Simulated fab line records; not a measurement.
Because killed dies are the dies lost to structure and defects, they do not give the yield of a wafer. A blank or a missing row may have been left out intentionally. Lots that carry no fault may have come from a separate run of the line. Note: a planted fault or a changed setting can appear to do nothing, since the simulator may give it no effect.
Chamber matching -- flow n5 finfet -- N5_MIM_TOP_ALD_00 on ald hk-03 has 4 sister chambers
The step deposits Al2O3, purge time 3 s, co reactant pulse time 3 s. 14 wafers are shown with their chamber, then 7 later ones without.

== WAFERS WITH THEIR CHAMBER ==
wafer,chamber,precursor pulse height rel
L130.1,2,1.058
L130.2,3,1.017
L130.4,0,1.006
L131.1,2,0.985
L131.4,0,1.010
L131.6,0,1.019
L134.1,2,0.991
L134.2,0,0.972
L134.6,1,0.990
L140.1,0,0.989
L140.2,3,1.015
L140.6,2,1.008
L143.1,3,1.022
L143.2,0,1.004

SIGNATURES, as means of the wafers listed above
reading,chamber 0,chamber 1,chamber 2,chamber 3,scatter within a chamber
precursor pulse height rel,1.00000,0.99000,1.01050,1.01800,0.0218
Rule: distance of a wafer from a chamber = root of the sum over the readings of ((wafer's reading minus chamber's mean) / reading's scatter) squared. The wafer belongs to the nearest chamber; if the next one is less than 2 further off, it can't be placed. How the scatter is found: for the shown wafers, subtract from each reading the mean of its chamber, square and add these, divide the total by (wafers less chambers), then take the root.

== WAFERS WITHOUT THEIR CHAMBER ==
wafer,precursor pulse height rel
L143.6,1.016
L149.3,0.965
L149.5,1.017
L149.6,0.993
L150.1,0.991
L150.4,1.012
L150.5,0.979

== THE CHAMBER EACH PASSED THROUGH ==
wafer,from the rows above,in truth
L143.6,can't be placed: 3 or 2 or 0 or 1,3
L149.3,can't be placed: 1 or 0 or 2 or 3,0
L149.5,can't be placed: 3 or 2 or 0 or 1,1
L149.6,can't be placed: 1 or 0 or 2 or 3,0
L150.1,can't be placed: 1 or 0 or 2 or 3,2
L150.4,can't be placed: 2 or 3 or 0 or 1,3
L150.5,can't be placed: 1 or 0 or 2 or 3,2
Correct placement for 0 of the 7. These rows do not allow placing 7 (true chamber among the candidates in 7). Wrongly placed: 0.
